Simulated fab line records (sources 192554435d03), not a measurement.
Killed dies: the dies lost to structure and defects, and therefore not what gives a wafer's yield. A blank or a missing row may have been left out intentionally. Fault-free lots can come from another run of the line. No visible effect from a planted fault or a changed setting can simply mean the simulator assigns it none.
What tool caused it? || flow n5-finfet || 25 wafers from 9 lots sampled at 8 of the route's 1938 steps

## WHAT THE GAUGES READ, wafer by wafer
N5_SPACER0_INSPECT_04: inspects for defects (darkfield). Usual: raw-defect-count reads 140 (standard deviation 35).
{"lot": "L108", "measured": "day 3 03:48", "on": "defect-inspect-02", "raw-defect-count": "133 109 174", "flag": ""}
{"lot": "L110", "measured": "day 3 13:53", "on": "defect-inspect-01", "raw-defect-count": "141 149 134", "flag": ""}
{"lot": "L114", "measured": "day 4 10:50", "on": "defect-inspect-02", "raw-defect-count": "137 107 168", "flag": ""}
{"lot": "L116", "measured": "day 4 23:02", "on": "defect-inspect-02", "raw-defect-count": "93 97 72", "flag": ""}
{"lot": "L120", "measured": "day 6 04:11", "on": "defect-inspect-02", "raw-defect-count": "128 171 133", "flag": ""}
{"lot": "L124", "measured": "day 7 10:28", "on": "defect-inspect-01", "raw-defect-count": "114 135 142", "flag": ""}
{"lot": "L126", "measured": "day 7 18:14", "on": "defect-inspect-02", "raw-defect-count": "131 127", "flag": ""}
{"lot": "L127", "measured": "day 7 20:07", "on": "defect-inspect-02", "raw-defect-count": "197 121", "flag": ""}
{"lot": "L130", "measured": "day 8 15:15", "on": "defect-inspect-01", "raw-defect-count": "91 169 137", "flag": ""}

N5_SD_EPI_N_INSPECT_26: inspects for defects (darkfield). Usual: raw-defect-count reads 209 (standard deviation 43).
{"lot": "L108", "measured": "day 3 08:11", "on": "defect-inspect-01", "raw-defect-count": "230 186 256", "flag": ""}
{"lot": "L110", "measured": "day 3 18:12", "on": "defect-inspect-02", "raw-defect-count": "199 202 233", "flag": ""}
{"lot": "L114", "measured": "day 4 15:40", "on": "defect-inspect-01", "raw-defect-count": "575 552 595", "flag": "OFF"}
{"lot": "L116", "measured": "day 5 04:02", "on": "defect-inspect-02", "raw-defect-count": "523 520 518", "flag": "OFF"}
{"lot": "L120", "measured": "day 6 09:20", "on": "defect-inspect-02", "raw-defect-count": "229 234 173", "flag": ""}
{"lot": "L124", "measured": "day 7 14:53", "on": "defect-inspect-01", "raw-defect-count": "188 195 234", "flag": ""}
{"lot": "L126", "measured": "day 7 23:29", "on": "defect-inspect-02", "raw-defect-count": "189 212", "flag": ""}
{"lot": "L127", "measured": "day 8 01:10", "on": "defect-inspect-02", "raw-defect-count": "255 144", "flag": ""}
{"lot": "L130", "measured": "day 8 20:29", "on": "defect-inspect-01", "raw-defect-count": "156 258 240", "flag": ""}

N5_SD_EPI_P_INSPECT_11: inspects for defects (macro). Usual: raw-defect-count reads 2.2 (standard deviation 1.4).
{"lot": "L108", "measured": "day 3 08:31", "on": "defect-inspect-01", "raw-defect-count": "2 3 1", "flag": ""}
{"lot": "L110", "measured": "day 3 18:40", "on": "defect-inspect-02", "raw-defect-count": "2 1 4", "flag": ""}
{"lot": "L114", "measured": "day 4 16:07", "on": "defect-inspect-01", "raw-defect-count": ">300 >300 >300", "flag": "OFF"}
{"lot": "L116", "measured": "day 5 04:29", "on": "defect-inspect-01", "raw-defect-count": ">300 >300 >300", "flag": "OFF"}
{"lot": "L120", "measured": "day 6 09:47", "on": "defect-inspect-01", "raw-defect-count": "3 3 1", "flag": ""}
{"lot": "L124", "measured": "day 7 15:13", "on": "defect-inspect-01", "raw-defect-count": "3 0 1", "flag": ""}
{"lot": "L126", "measured": "day 7 23:56", "on": "defect-inspect-02", "raw-defect-count": "3 4", "flag": ""}
{"lot": "L127", "measured": "day 8 01:38", "on": "defect-inspect-02", "raw-defect-count": "0 1", "flag": ""}
{"lot": "L130", "measured": "day 8 20:56", "on": "defect-inspect-01", "raw-defect-count": "2 3 6", "flag": ""}

N5_SD_EPI_P_INSPECT_26: inspects for defects (darkfield). Usual: raw-defect-count reads 183 (standard deviation 37).
{"lot": "L108", "measured": "day 3 12:32", "on": "defect-inspect-01", "raw-defect-count": "271 160 226", "flag": ""}
{"lot": "L110", "measured": "day 3 22:25", "on": "defect-inspect-01", "raw-defect-count": "146 167 207", "flag": ""}
{"lot": "L114", "measured": "day 4 19:52", "on": "defect-inspect-01", "raw-defect-count": "499 476 540", "flag": "OFF"}
{"lot": "L116", "measured": "day 5 08:16", "on": "defect-inspect-01", "raw-defect-count": "543 517 501", "flag": "OFF"}
{"lot": "L120", "measured": "day 6 14:19", "on": "defect-inspect-01", "raw-defect-count": "176 210 238", "flag": ""}
{"lot": "L124", "measured": "day 7 19:00", "on": "defect-inspect-02", "raw-defect-count": "153 186 224", "flag": ""}
{"lot": "L126", "measured": "day 8 03:49", "on": "defect-inspect-02", "raw-defect-count": "190 132", "flag": ""}
{"lot": "L127", "measured": "day 8 05:44", "on": "defect-inspect-01", "raw-defect-count": "242 171", "flag": ""}
{"lot": "L130", "measured": "day 9 01:56", "on": "defect-inspect-01", "raw-defect-count": "144 178 165", "flag": ""}

N5_BEOL_M4_RC_MEAS_101. Usual: DIBL_N 36.1 mV/V, standard deviation 2; DIBL_P 36.3 mV/V, standard deviation 2.4; IOFF_N 0.15 nA/um, standard deviation 0.035; IOFF_P 0.21 nA/um, standard deviation 0.039; ION_N 672 uA/um, standard deviation 15; ION_P 463 uA/um, standard deviation 9.7; SS_N 71.5 mV/dec, standard deviation 0.7; SS_P 73.2 mV/dec, standard deviation 0.75; VT_N 251 mV, standard deviation 3.6; VT_P -250 mV, standard deviation 3.8.
{"lot": "L108", "measured": "day 8 06:25", "on": "prober-01", "DIBL_N (mV/V)": "33.8 35.8 36.9", "DIBL_P (mV/V)": "33.2 36.5 37.2", "IOFF_N (nA/um)": "0.12 0.14 0.15", "IOFF_P (nA/um)": "0.18 0.22 0.24", "ION_N (uA/um)": "676 670 669", "ION_P (uA/um)": "466 468 466", "SS_N (mV/dec)": "70.3 71.2 71.5", "SS_P (mV/dec)": "72.8 73.4 73.8", "VT_N (mV)": "255 252 253", "VT_P (mV)": "-252 -247 -248", "flag": ""}
{"lot": "L110", "measured": "day 8 08:31", "on": "prober-01", "DIBL_N (mV/V)": "32.3 37.0 35.8", "DIBL_P (mV/V)": "33.3 38.7 37.5", "IOFF_N (nA/um)": "0.11 0.19 0.16", "IOFF_P (nA/um)": "0.18 0.27 0.25", "ION_N (uA/um)": "672 694 688", "ION_P (uA/um)": "481 481 484", "SS_N (mV/dec)": "71.6 71.2 71.5", "SS_P (mV/dec)": "72.3 73.3 73.6", "VT_N (mV)": "254 247 249", "VT_P (mV)": "-248 -245 -247", "flag": ""}
{"lot": "L114", "measured": "day 9 14:43", "on": "prober-02", "DIBL_N (mV/V)": "39.7 37.9 37.7", "DIBL_P (mV/V)": "39.7 38.4 38.9", "IOFF_N (nA/um)": "0.20 0.16 0.17", "IOFF_P (nA/um)": "0.22 0.20 0.20", "ION_N (uA/um)": "671 676 669", "ION_P (uA/um)": "456 462 453", "SS_N (mV/dec)": "72.8 72.7 72.5", "SS_P (mV/dec)": "74.2 73.3 73.7", "VT_N (mV)": "247 250 249", "VT_P (mV)": "-252 -257 -253", "flag": ""}
{"lot": "L116", "measured": "day 9 22:32", "on": "prober-02", "DIBL_N (mV/V)": "34.1 35.3 35.2", "DIBL_P (mV/V)": "33.7 35.3 34.5", "IOFF_N (nA/um)": "0.12 0.12 0.12", "IOFF_P (nA/um)": "0.15 0.18 0.16", "ION_N (uA/um)": "684 657 653", "ION_P (uA/um)": "466 461 458", "SS_N (mV/dec)": "70.5 71.7 71.4", "SS_P (mV/dec)": "72.0 73.2 73.0", "VT_N (mV)": "253 255 254", "VT_P (mV)": "-255 -255 -257", "flag": ""}
{"lot": "L120", "measured": "day 11 06:01", "on": "prober-01", "DIBL_N (mV/V)": "36.2 38.2 35.7", "DIBL_P (mV/V)": "35.9 37.9 34.8", "IOFF_N (nA/um)": "0.16 0.21 0.16", "IOFF_P (nA/um)": "0.22 0.26 0.21", "ION_N (uA/um)": "670 703 683", "ION_P (uA/um)": "471 478 461", "SS_N (mV/dec)": "71.7 71.6 71.2", "SS_P (mV/dec)": "73.3 73.4 72.6", "VT_N (mV)": "251 245 249", "VT_P (mV)": "-246 -245 -251", "flag": ""}
{"lot": "L124", "measured": "day 12 12:00", "on": "prober-02", "DIBL_N (mV/V)": "33.3 38.0 34.9", "DIBL_P (mV/V)": "33.1 38.7 33.5", "IOFF_N (nA/um)": "0.13 0.20 0.13", "IOFF_P (nA/um)": "0.18 0.27 0.17", "ION_N (uA/um)": "667 680 664", "ION_P (uA/um)": "452 462 451", "SS_N (mV/dec)": "70.4 72.8 72.6", "SS_P (mV/dec)": "72.3 73.7 73.3", "VT_N (mV)": "250 247 253", "VT_P (mV)": "-254 -248 -250", "flag": ""}
{"lot": "L126", "measured": "day 12 20:33", "on": "prober-02", "DIBL_N (mV/V)": "40.0 42.3", "DIBL_P (mV/V)": "41.2 42.9", "IOFF_N (nA/um)": "0.21 0.26", "IOFF_P (nA/um)": "0.27 0.31", "ION_N (uA/um)": "683 692", "ION_P (uA/um)": "461 468", "SS_N (mV/dec)": "72.2 73.1", "SS_P (mV/dec)": "74.7 75.0", "VT_N (mV)": "249 243", "VT_P (mV)": "-249 -245", "flag": ""}
{"lot": "L127", "measured": "day 12 20:45", "on": "prober-01", "DIBL_N (mV/V)": "36.2 37.4", "DIBL_P (mV/V)": "37.2 38.7", "IOFF_N (nA/um)": "0.15 0.18", "IOFF_P (nA/um)": "0.19 0.21", "ION_N (uA/um)": "660 691", "ION_P (uA/um)": "455 469", "SS_N (mV/dec)": "71.9 71.7", "SS_P (mV/dec)": "73.4 73.3", "VT_N (mV)": "251 248", "VT_P (mV)": "-253 -250", "flag": ""}
{"lot": "L130", "measured": "day 13 23:06", "on": "prober-01", "DIBL_N (mV/V)": "36.3 39.6 36.0", "DIBL_P (mV/V)": "35.1 39.1 34.1", "IOFF_N (nA/um)": "0.13 0.19 0.12", "IOFF_P (nA/um)": "0.21 0.27 0.19", "ION_N (uA/um)": "647 680 656", "ION_P (uA/um)": "451 464 458", "SS_N (mV/dec)": "71.1 72.3 71.3", "SS_P (mV/dec)": "72.2 73.1 72.6", "VT_N (mV)": "254 246 256", "VT_P (mV)": "-247 -248 -253", "flag": ""}

## WHICH TOOL RAN EACH LOT (tool, then ch and the chambers of the sampled wafers, then the start)
{"lot": "L108", "N5_SD_EPI_N_ETCH_34": "rie-diel-04 ch 0,2, day 3 04:16", "N5_SD_EPI_N_ETCH_16": "rie-diel-04 ch 0,2, day 3 04:51", "N5_SD_EPI_N_STRIP_18": "wet-bench-04 ch 0,3,4, day 3 05:07"}
{"lot": "L110", "N5_SD_EPI_N_ETCH_34": "rie-diel-05 ch 0,2,3, day 3 14:17", "N5_SD_EPI_N_ETCH_16": "rie-diel-05 ch 0,2,3, day 3 14:52", "N5_SD_EPI_N_STRIP_18": "wet-bench-04 ch 1,2,3, day 3 15:08"}
{"lot": "L114", "N5_SD_EPI_N_ETCH_34": "rie-diel-01 ch 0,2, day 4 11:37", "N5_SD_EPI_N_ETCH_16": "rie-diel-01 ch 0,2, day 4 12:11", "N5_SD_EPI_N_STRIP_18": "wet-bench-04 ch 0,1,2, day 4 12:27"}
{"lot": "L116", "N5_SD_EPI_N_ETCH_34": "rie-diel-04 ch 0,1,3, day 4 23:25", "N5_SD_EPI_N_ETCH_16": "rie-diel-04 ch 0,1,3, day 5 00:00", "N5_SD_EPI_N_STRIP_18": "wet-bench-04 ch 3,4,6, day 5 00:16"}
{"lot": "L120", "N5_SD_EPI_N_ETCH_34": "rie-diel-05 ch 0,3, day 6 05:14", "N5_SD_EPI_N_ETCH_16": "rie-diel-05 ch 0,3, day 6 05:49", "N5_SD_EPI_N_STRIP_18": "wet-bench-03 ch 1,2,4, day 6 06:05"}
{"lot": "L124", "N5_SD_EPI_N_ETCH_34": "rie-diel-05 ch 0,2,3, day 7 10:59", "N5_SD_EPI_N_ETCH_16": "rie-diel-05 ch 0,2,3, day 7 11:34", "N5_SD_EPI_N_STRIP_18": "wet-bench-03 ch 0,2,3, day 7 11:49"}
{"lot": "L126", "N5_SD_EPI_N_ETCH_34": "rie-diel-04 ch 0,2, day 7 18:49", "N5_SD_EPI_N_ETCH_16": "rie-diel-04 ch 0,2, day 7 19:24", "N5_SD_EPI_N_STRIP_18": "wet-bench-03 ch 3,7, day 7 19:40"}
{"lot": "L127", "N5_SD_EPI_N_ETCH_34": "rie-diel-04 ch 0,2, day 7 20:31", "N5_SD_EPI_N_ETCH_16": "rie-diel-04 ch 0,2, day 7 21:05", "N5_SD_EPI_N_STRIP_18": "wet-bench-02 ch 0,7, day 7 21:22"}
{"lot": "L130", "N5_SD_EPI_N_ETCH_34": "rie-diel-04 ch 0,1, day 8 15:46", "N5_SD_EPI_N_ETCH_16": "rie-diel-04 ch 0,1, day 8 16:21", "N5_SD_EPI_N_STRIP_18": "wet-bench-04 ch 0,4,5, day 8 16:37"}
- N5_SD_EPI_N_ETCH_34: etches SiARC in CF4, target depth 45.5 nm, time 75.8 s.
- N5_SD_EPI_N_ETCH_16: etches SiO2 in CHF3/O2, target depth 5 nm.
- N5_SD_EPI_N_STRIP_18: strips in SPM, time 750 s.

## AS READ BY THE TOOLS THEMSELVES (means over the sampled wafers that have a number; for cases with no such wafer, the mark the record gives instead)
N5_SD_EPI_N_ETCH_34. Usual: drypump-motor-current-A 5.6 A, standard deviation 0.37; etch-rf-on-time-s 76.9 s, standard deviation 2.8; oes-product-au 0.65 a.u., standard deviation 0.076; rf-vpp-V 184.1 V, standard deviation 1.2; showerhead-plenum-p-Torr 2.14 Torr, standard deviation 0.079; throttle-valve-pct 15.66 %, standard deviation 0.23.
{"lot": "L108", "tool": "rie-diel-04", "drypump-motor-current-A (A)": 5.9, "etch-rf-on-time-s (s)": 80.0, "oes-product-au (a.u.)": 0.59, "rf-vpp-V (V)": 184.4, "showerhead-plenum-p-Torr (Torr)": 2.21, "throttle-valve-pct (%)": 15.76, "flag": ""}
{"lot": "L110", "tool": "rie-diel-05", "drypump-motor-current-A (A)": 5.2, "etch-rf-on-time-s (s)": 72.9, "oes-product-au (a.u.)": 0.66, "rf-vpp-V (V)": 183.5, "showerhead-plenum-p-Torr (Torr)": 2.09, "throttle-valve-pct (%)": 15.78, "flag": ""}
{"lot": "L114", "tool": "rie-diel-01", "drypump-motor-current-A (A)": 5.6, "etch-rf-on-time-s (s)": 76.4, "oes-product-au (a.u.)": 0.79, "rf-vpp-V (V)": 184.2, "showerhead-plenum-p-Torr (Torr)": 2.16, "throttle-valve-pct (%)": 15.36, "flag": ""}
{"lot": "L116", "tool": "rie-diel-04", "drypump-motor-current-A (A)": 5.6, "etch-rf-on-time-s (s)": 77.9, "oes-product-au (a.u.)": 0.59, "rf-vpp-V (V)": 184.7, "showerhead-plenum-p-Torr (Torr)": 2.14, "throttle-valve-pct (%)": 15.64, "flag": ""}
{"lot": "L120", "tool": "rie-diel-05", "drypump-motor-current-A (A)": 5.0, "etch-rf-on-time-s (s)": 72.9, "oes-product-au (a.u.)": 0.62, "rf-vpp-V (V)": 184.5, "showerhead-plenum-p-Torr (Torr)": 2.16, "throttle-valve-pct (%)": 15.76, "flag": ""}
{"lot": "L124", "tool": "rie-diel-05", "drypump-motor-current-A (A)": 5.2, "etch-rf-on-time-s (s)": 72.4, "oes-product-au (a.u.)": 0.65, "rf-vpp-V (V)": 182.8, "showerhead-plenum-p-Torr (Torr)": 2.08, "throttle-valve-pct (%)": 15.85, "flag": ""}
{"lot": "L126", "tool": "rie-diel-04", "drypump-motor-current-A (A)": 5.8, "etch-rf-on-time-s (s)": 78.4, "oes-product-au (a.u.)": 0.70, "rf-vpp-V (V)": 184.7, "showerhead-plenum-p-Torr (Torr)": 2.20, "throttle-valve-pct (%)": 15.65, "flag": ""}
{"lot": "L127", "tool": "rie-diel-04", "drypump-motor-current-A (A)": 5.8, "etch-rf-on-time-s (s)": 78.9, "oes-product-au (a.u.)": 0.70, "rf-vpp-V (V)": 185.3, "showerhead-plenum-p-Torr (Torr)": 2.20, "throttle-valve-pct (%)": 15.64, "flag": ""}
{"lot": "L130", "tool": "rie-diel-04", "drypump-motor-current-A (A)": 5.7, "etch-rf-on-time-s (s)": 77.3, "oes-product-au (a.u.)": 0.64, "rf-vpp-V (V)": 183.4, "showerhead-plenum-p-Torr (Torr)": 2.08, "throttle-valve-pct (%)": 15.59, "flag": ""}

N5_SD_EPI_N_ETCH_16. Usual: drypump-motor-current-A 5.6 A, standard deviation 0.36; oes-product-au 0.76 a.u., standard deviation 0.092; rf-vpp-V 533 V, standard deviation 20; showerhead-plenum-p-Torr 2.41 Torr, standard deviation 0.09; throttle-valve-pct 18.99 %, standard deviation 0.22.
{"lot": "L108", "tool": "rie-diel-04", "drypump-motor-current-A (A)": 5.9, "oes-product-au (a.u.)": 0.70, "rf-vpp-V (V)": 543, "showerhead-plenum-p-Torr (Torr)": 2.51, "throttle-valve-pct (%)": 19.12, "flag": ""}
{"lot": "L110", "tool": "rie-diel-05", "drypump-motor-current-A (A)": 5.2, "oes-product-au (a.u.)": 0.77, "rf-vpp-V (V)": 514, "showerhead-plenum-p-Torr (Torr)": 2.34, "throttle-valve-pct (%)": 19.00, "flag": ""}
{"lot": "L114", "tool": "rie-diel-01", "drypump-motor-current-A (A)": 5.6, "oes-product-au (a.u.)": 0.94, "rf-vpp-V (V)": 557, "showerhead-plenum-p-Torr (Torr)": 2.43, "throttle-valve-pct (%)": 18.70, "flag": ""}
{"lot": "L116", "tool": "rie-diel-04", "drypump-motor-current-A (A)": 5.5, "oes-product-au (a.u.)": 0.69, "rf-vpp-V (V)": 524, "showerhead-plenum-p-Torr (Torr)": 2.43, "throttle-valve-pct (%)": 18.99, "flag": ""}
{"lot": "L120", "tool": "rie-diel-05", "drypump-motor-current-A (A)": 5.0, "oes-product-au (a.u.)": 0.72, "rf-vpp-V (V)": 514, "showerhead-plenum-p-Torr (Torr)": 2.41, "throttle-valve-pct (%)": 18.91, "flag": ""}
{"lot": "L124", "tool": "rie-diel-05", "drypump-motor-current-A (A)": 5.2, "oes-product-au (a.u.)": 0.73, "rf-vpp-V (V)": 514, "showerhead-plenum-p-Torr (Torr)": 2.33, "throttle-valve-pct (%)": 19.05, "flag": ""}
{"lot": "L126", "tool": "rie-diel-04", "drypump-motor-current-A (A)": 5.9, "oes-product-au (a.u.)": 0.84, "rf-vpp-V (V)": 546, "showerhead-plenum-p-Torr (Torr)": 2.50, "throttle-valve-pct (%)": 19.05, "flag": ""}
{"lot": "L127", "tool": "rie-diel-04", "drypump-motor-current-A (A)": 5.8, "oes-product-au (a.u.)": 0.83, "rf-vpp-V (V)": 546, "showerhead-plenum-p-Torr (Torr)": 2.50, "throttle-valve-pct (%)": 19.06, "flag": ""}
{"lot": "L130", "tool": "rie-diel-04", "drypump-motor-current-A (A)": 5.7, "oes-product-au (a.u.)": 0.75, "rf-vpp-V (V)": 524, "showerhead-plenum-p-Torr (Torr)": 2.36, "throttle-valve-pct (%)": 19.01, "flag": ""}

## THE ANSWER, worked out from the rows above alone
Rule: lot off if the mean of its wafers having a number is beyond 3 standard deviations from the usual mean. A lot without any number at a reading at which 4 lots or more have one is off too. Any other lot the step has rows for is counted as sound. Order of review: gauges by route order, followed by the tools' own readings, for which a lot's mean as printed above is used. The first step at which some lot is off is used, and at that step the reading that is off furthest; a lot without a number counts as furthest.
Off: L114, L116, at N5_SD_EPI_N_INSPECT_26 (raw-defect-count).
A tool fits if, at a process step before that reading, it ran every lot that is off, and no sound lot after the first of them. Gauges at N5_SD_EPI_N_INSPECT_26: tried the same way as those tools. No candidate that was tried fits.

## WHAT WAS PUT IN BY THE SIMULATOR
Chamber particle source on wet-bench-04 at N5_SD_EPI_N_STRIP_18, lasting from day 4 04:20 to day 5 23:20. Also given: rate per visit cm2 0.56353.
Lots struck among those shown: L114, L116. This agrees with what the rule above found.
